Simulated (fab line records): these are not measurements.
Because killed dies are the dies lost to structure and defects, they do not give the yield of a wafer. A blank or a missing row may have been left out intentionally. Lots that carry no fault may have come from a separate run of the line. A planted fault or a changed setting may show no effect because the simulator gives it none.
Which of the tools did it? :: flow nand-harc :: Sampling: 11 lots, 33 wafers, 5 of 1302 route steps

WHAT EACH GAUGE READ, for each wafer
NHARC_A_CONTACT_OVL_MEAS_43.
lot: L711
measured: day 21 18:17
on: overlay-02
overlay-x-nm (nm): 0.6 0.4 0.3
overlay-y-nm (nm): -0.7 -0.1 -0.3

lot: L712
measured: day 22 04:40
on: overlay-01
overlay-x-nm (nm): 0.8 0.9 1.0
overlay-y-nm (nm): 1.4 1.2 0.8

lot: L714
measured: day 22 04:31
on: overlay-02
overlay-x-nm (nm): 1.7 1.3 0.9
overlay-y-nm (nm): 1.6 1.2 1.7

lot: L713
measured: day 22 04:58
on: overlay-01
overlay-x-nm (nm): 0.5 -0.2 0.3
overlay-y-nm (nm): -0.3 -0.6 -0.6

lot: L715
measured: day 23 01:35
on: overlay-01
overlay-x-nm (nm): 0.8 1.2 1.7
overlay-y-nm (nm): -0.7 -1.1 -1.3

lot: L716
measured: day 23 14:22
on: overlay-02
overlay-x-nm (nm): -0.6 -0.7 -0.8
overlay-y-nm (nm): 0.8 1.2 0.5

lot: L717
measured: day 24 08:53
on: overlay-02
overlay-x-nm (nm): -1.3 -1.7 -1.6
overlay-y-nm (nm): -0.5 -0.3 -0.6

lot: L718
measured: day 25 01:05
on: overlay-02
overlay-x-nm (nm): 0.7 1.1 0.9
overlay-y-nm (nm): -0.4 -0.3 0.0

lot: L724
measured: day 27 12:20
on: overlay-02
overlay-x-nm (nm): 0.5 0.4 0.9
overlay-y-nm (nm): -1.5 -1.2 -1.0

lot: L728
measured: day 28 15:56
on: overlay-02
overlay-x-nm (nm): -1.5 -1.9 -1.7
overlay-y-nm (nm): 0.9 0.9 1.1

lot: L731
measured: day 30 01:59
on: overlay-01
overlay-x-nm (nm): 0.3 0.0 0.4
overlay-y-nm (nm): 0.1 1.0 0.6

NHARC_END_SORT_01.
lot: L711
measured: day 24 22:18
on: prober-01
killed-at-array: 56 62 38
killed-at-other: 1 1 0
killed-at-periphery: 4 10 10
killed-dies: 61 73 48
killed-open: 2 1 7
killed-short: 1 4 2

lot: L712
measured: day 26 00:04
on: prober-01
killed-at-array: 67 35 62
killed-at-other: 0 1 1
killed-at-periphery: 9 1 4
killed-dies: 76 37 67
killed-open: 1 2 4
killed-short: 2 1 0

lot: L714
measured: day 26 00:02
on: prober-02
killed-at-array: 59 65 62
killed-at-other: 0 1 0
killed-at-periphery: 9 6 2
killed-dies: 68 72 64
killed-open: 0 2 1
killed-short: 6 4 4

lot: L713
measured: day 26 07:42
on: prober-02
killed-at-array: 30 39 48
killed-at-other: 3 4 3
killed-at-periphery: 5 9 6
killed-dies: 38 52 57
killed-open: 3 3 7
killed-short: 4 3 5

lot: L715
measured: day 26 07:50
on: prober-01
killed-at-array: 40 69 39
killed-at-other: 0 1 2
killed-at-periphery: 11 11 5
killed-dies: 51 81 46
killed-open: 4 1 2
killed-short: 3 0 1

lot: L716
measured: day 26 18:13
on: prober-02
killed-at-array: 40 46 41
killed-at-other: 0 0 0
killed-at-periphery: 3 2 3
killed-dies: 43 48 44
killed-open: 3 3 4
killed-short: 1 0 4

lot: L717
measured: day 27 06:23
on: prober-01
killed-at-array: 51 34 52
killed-at-other: 1 0 0
killed-at-periphery: 5 1 6
killed-dies: 57 35 58
killed-open: 2 2 3
killed-short: 2 0 1

lot: L718
measured: day 28 03:37
on: prober-02
killed-at-array: 32 17 21
killed-at-other: 0 1 1
killed-at-periphery: 3 9 5
killed-dies: 35 27 27
killed-open: 1 4 2
killed-short: 4 2 1

lot: L724
measured: day 30 09:52
on: prober-01
killed-at-array: 53 39 675
killed-at-other: 1 0 1
killed-at-periphery: 1 0 1
killed-dies: 55 39 677
killed-open: 0 1 6
killed-short: 6 3 7

lot: L728
measured: day 31 13:26
on: prober-02
killed-at-array: 26 676 23
killed-at-other: 5 0 5
killed-at-periphery: 2 1 0
killed-dies: 33 677 28
killed-open: 4 2 1
killed-short: 3 7 3

lot: L731
measured: day 33 02:47
on: prober-01
killed-at-array: 50 65 60
killed-at-other: 0 1 0
killed-at-periphery: 4 6 4
killed-dies: 54 72 64
killed-open: 0 2 3
killed-short: 1 3 1

EACH LOT AND THE TOOL THAT RAN IT (in order: tool; ch and the chambers of the sampled wafers; start)
lot: L711
NHARC_A_CONTACT_DEP_28: acl-dep-02 ch 0, day 21 14:04
NHARC_A_CONTACT_ETCH_49: rie-diel-13 ch 0,2,3, day 21 18:41
NHARC_A_CONTACT_ETCH_113: har-cap-etch-03 ch 0,1, day 21 20:55

lot: L712
NHARC_A_CONTACT_DEP_28: acl-dep-03 ch 0, day 21 23:30
NHARC_A_CONTACT_ETCH_49: rie-diel-10 ch 2,3, day 22 04:56
NHARC_A_CONTACT_ETCH_113: har-cap-etch-03 ch 0,1, day 22 06:57

lot: L714
NHARC_A_CONTACT_DEP_28: acl-dep-01 ch 0, day 21 23:30
NHARC_A_CONTACT_ETCH_49: rie-diel-12 ch 0,1,3, day 22 04:49
NHARC_A_CONTACT_ETCH_113: har-cap-etch-02 ch 1, day 22 06:49

lot: L713
NHARC_A_CONTACT_DEP_28: acl-dep-02 ch 0, day 21 23:52
NHARC_A_CONTACT_ETCH_49: rie-diel-13 ch 0,2,3, day 22 05:18
NHARC_A_CONTACT_ETCH_113: har-cap-etch-02 ch 0,1, day 22 09:25

lot: L715
NHARC_A_CONTACT_DEP_28: acl-dep-01 ch 0, day 22 20:40
NHARC_A_CONTACT_ETCH_49: rie-diel-12 ch 0,1, day 23 02:20
NHARC_A_CONTACT_ETCH_113: har-cap-etch-01 ch 0,1, day 23 04:59

lot: L716
NHARC_A_CONTACT_DEP_28: acl-dep-03 ch 0, day 23 10:11
NHARC_A_CONTACT_ETCH_49: rie-diel-10 ch 0,2,3, day 23 14:44
NHARC_A_CONTACT_ETCH_113: har-cap-etch-01 ch 0,1, day 23 16:41

lot: L717
NHARC_A_CONTACT_DEP_28: acl-dep-02 ch 0, day 24 03:54
NHARC_A_CONTACT_ETCH_49: rie-diel-12 ch 1,2, day 24 09:09
NHARC_A_CONTACT_ETCH_113: har-cap-etch-01 ch 0,1, day 24 11:09

lot: L718
NHARC_A_CONTACT_DEP_28: acl-dep-01 ch 0, day 24 20:03
NHARC_A_CONTACT_ETCH_49: rie-diel-12 ch 1,2,3, day 25 01:49
NHARC_A_CONTACT_ETCH_113: har-cap-etch-01 ch 0,1, day 25 03:50

lot: L724
NHARC_A_CONTACT_DEP_28: acl-dep-02 ch 0, day 27 07:17
NHARC_A_CONTACT_ETCH_49: rie-diel-12 ch 0,1,2, day 27 12:39
NHARC_A_CONTACT_ETCH_113: har-cap-etch-03 ch 0,1, day 27 14:39

lot: L728
NHARC_A_CONTACT_DEP_28: acl-dep-02 ch 0, day 28 10:58
NHARC_A_CONTACT_ETCH_49: rie-diel-12 ch 0,1,3, day 28 16:15
NHARC_A_CONTACT_ETCH_113: har-cap-etch-03 ch 0, day 28 18:15

lot: L731
NHARC_A_CONTACT_DEP_28: acl-dep-01 ch 0, day 29 20:47
NHARC_A_CONTACT_ETCH_49: rie-diel-10 ch 0,1,2, day 30 02:17
NHARC_A_CONTACT_ETCH_113: har-cap-etch-03 ch 0,1, day 30 04:17
- NHARC_A_CONTACT_DEP_28: deposits aC, target thk 7000 nm.
- NHARC_A_CONTACT_ETCH_49: etches the open film in N2/H2, target depth 260 nm, time 475.3 s.
- NHARC_A_CONTACT_ETCH_113: etches the open film in C4F8/O2/Ar, time 190 s, target depth 1850 nm.

WHAT THE TOOLS THEMSELVES READ (means of the sampled wafers that have a number; where no wafer has one, the mark that the record gives instead)
NHARC_A_CONTACT_DEP_28.
lot: L711
tool: acl-dep-02
throttle-valve-pct (%): 34.996

lot: L712
tool: acl-dep-03
throttle-valve-pct (%): 35.003

lot: L714
tool: acl-dep-01
throttle-valve-pct (%): 34.999

lot: L713
tool: acl-dep-02
throttle-valve-pct (%): 35.002

lot: L715
tool: acl-dep-01
throttle-valve-pct (%): 34.999

lot: L716
tool: acl-dep-03
throttle-valve-pct (%): 35.001

lot: L717
tool: acl-dep-02
throttle-valve-pct (%): 35.002

lot: L718
tool: acl-dep-01
throttle-valve-pct (%): 35.004

lot: L724
tool: acl-dep-02
throttle-valve-pct (%): 35.014

lot: L728
tool: acl-dep-02
throttle-valve-pct (%): 34.995

lot: L731
tool: acl-dep-01
throttle-valve-pct (%): 35.001

NHARC_A_CONTACT_ETCH_49.
lot: L711
tool: rie-diel-13
drypump-motor-current-A (A): 5.8
oes-product-au (a.u.): 0.991
rf-fwd-power-W (W): 398.7
rf-vpp-V (V): 426.6
run-length-s (s): 496.6
showerhead-plenum-p-Torr (Torr): 1.94
throttle-valve-pct (%): 14.170

lot: L712
tool: rie-diel-10
drypump-motor-current-A (A): 5.8
oes-product-au (a.u.): 1.011
rf-fwd-power-W (W): 400.6
rf-vpp-V (V): 430.6
run-length-s (s): 496.7
showerhead-plenum-p-Torr (Torr): 2.03
throttle-valve-pct (%): 14.178

lot: L714
tool: rie-diel-12
drypump-motor-current-A (A): 6.1
oes-product-au (a.u.): 1.005
rf-fwd-power-W (W): 398.2
rf-vpp-V (V): 428.0
run-length-s (s): 496.4
showerhead-plenum-p-Torr (Torr): 1.95
throttle-valve-pct (%): 14.158

lot: L713
tool: rie-diel-13
drypump-motor-current-A (A): 5.8
oes-product-au (a.u.): 0.992
rf-fwd-power-W (W): 399.4
rf-vpp-V (V): 427.8
run-length-s (s): 496.7
showerhead-plenum-p-Torr (Torr): 1.94
throttle-valve-pct (%): 14.178

lot: L715
tool: rie-diel-12
drypump-motor-current-A (A): 5.9
oes-product-au (a.u.): 0.994
rf-fwd-power-W (W): 399.6
rf-vpp-V (V): 426.2
run-length-s (s): 496.5
showerhead-plenum-p-Torr (Torr): 1.91
throttle-valve-pct (%): 14.167

lot: L716
tool: rie-diel-10
drypump-motor-current-A (A): 5.6
oes-product-au (a.u.): 1.005
rf-fwd-power-W (W): 399.4
rf-vpp-V (V): 430.5
run-length-s (s): 496.6
showerhead-plenum-p-Torr (Torr): 2.05
throttle-valve-pct (%): 14.178

lot: L717
tool: rie-diel-12
drypump-motor-current-A (A): 5.6
oes-product-au (a.u.): 1.007
rf-fwd-power-W (W): 399.4
rf-vpp-V (V): 428.9
run-length-s (s): 497.1
showerhead-plenum-p-Torr (Torr): 2.01
throttle-valve-pct (%): 14.180

lot: L718
tool: rie-diel-12
drypump-motor-current-A (A): 6.0
oes-product-au (a.u.): 1.006
rf-fwd-power-W (W): 399.3
rf-vpp-V (V): 429.4
run-length-s (s): 496.9
showerhead-plenum-p-Torr (Torr): 2.00
throttle-valve-pct (%): 14.169

lot: L724
tool: rie-diel-12
drypump-motor-current-A (A): 5.7
oes-product-au (a.u.): 1.003
rf-fwd-power-W (W): 398.6
rf-vpp-V (V): 431.0
run-length-s (s): 441.3
showerhead-plenum-p-Torr (Torr): 2.07
throttle-valve-pct (%): 14.168

lot: L728
tool: rie-diel-12
drypump-motor-current-A (A): 6.1
oes-product-au (a.u.): 0.994
rf-fwd-power-W (W): 398.9
rf-vpp-V (V): 431.3
run-length-s (s): 441.3
showerhead-plenum-p-Torr (Torr): 2.06
throttle-valve-pct (%): 14.167

lot: L731
tool: rie-diel-10
drypump-motor-current-A (A): 5.5
oes-product-au (a.u.): 1.010
rf-fwd-power-W (W): 400.3
rf-vpp-V (V): 431.9
run-length-s (s): 496.4
showerhead-plenum-p-Torr (Torr): 2.06
throttle-valve-pct (%): 14.182

NHARC_A_CONTACT_ETCH_113.
lot: L711
tool: har-cap-etch-03
oes-air-line-au (a.u.): 1.005

lot: L712
tool: har-cap-etch-03
oes-air-line-au (a.u.): 0.995

lot: L714
tool: har-cap-etch-02
oes-air-line-au (a.u.): 1.006

lot: L713
tool: har-cap-etch-02
oes-air-line-au (a.u.): 1.016

lot: L715
tool: har-cap-etch-01
oes-air-line-au (a.u.): 0.982

lot: L716
tool: har-cap-etch-01
oes-air-line-au (a.u.): 1.001

lot: L717
tool: har-cap-etch-01
oes-air-line-au (a.u.): 1.013

lot: L718
tool: har-cap-etch-01
oes-air-line-au (a.u.): 0.965

lot: L724
tool: har-cap-etch-03
oes-air-line-au (a.u.): 1.005

lot: L728
tool: har-cap-etch-03
oes-air-line-au (a.u.): 1.024

lot: L731
tool: har-cap-etch-03
oes-air-line-au (a.u.): 0.978

THE ANSWER, worked out from the rows above alone
Rule: the usual values come from the lots themselves. Put in order of their means at a reading, lots are off if they are a third of the lots or fewer, leave a main group of 4 or more, and stand apart from it by a gap of 3 or more times the standard deviation of the main group's means; of several such gaps the widest counts. If all means in a main group match to the digits the tables above print for the reading, that group is not used. Also off: a lot with no number at a reading for which 4 or more lots have one. Where the step has rows for the other lots, those lots are counted as sound. After the gauges, taken in route order, come the tools' own readings; for these a lot's mean is taken, as printed above. The first step at which some lot is off is used, and at that step the reading that is off furthest; a lot without a number counts as furthest.
Off, at NHARC_END_SORT_01 on killed-at-array: L724, L728. Mean 47 and standard deviation 11 in the main group.
A tool fits if, at a process step before that reading, it ran every lot that is off, and no sound lot after the first of them. Not tried: the gauges at NHARC_END_SORT_01; whatever is off there is also off at NHARC_A_CONTACT_ETCH_49, on other tools, and gauge error can't account for it. 2 tools fit, acl-dep-02 at NHARC_A_CONTACT_DEP_28 and rie-diel-12 at NHARC_A_CONTACT_ETCH_49, so this cannot tell which one it is.

WHAT HAD BEEN PUT IN BY THE SIMULATOR
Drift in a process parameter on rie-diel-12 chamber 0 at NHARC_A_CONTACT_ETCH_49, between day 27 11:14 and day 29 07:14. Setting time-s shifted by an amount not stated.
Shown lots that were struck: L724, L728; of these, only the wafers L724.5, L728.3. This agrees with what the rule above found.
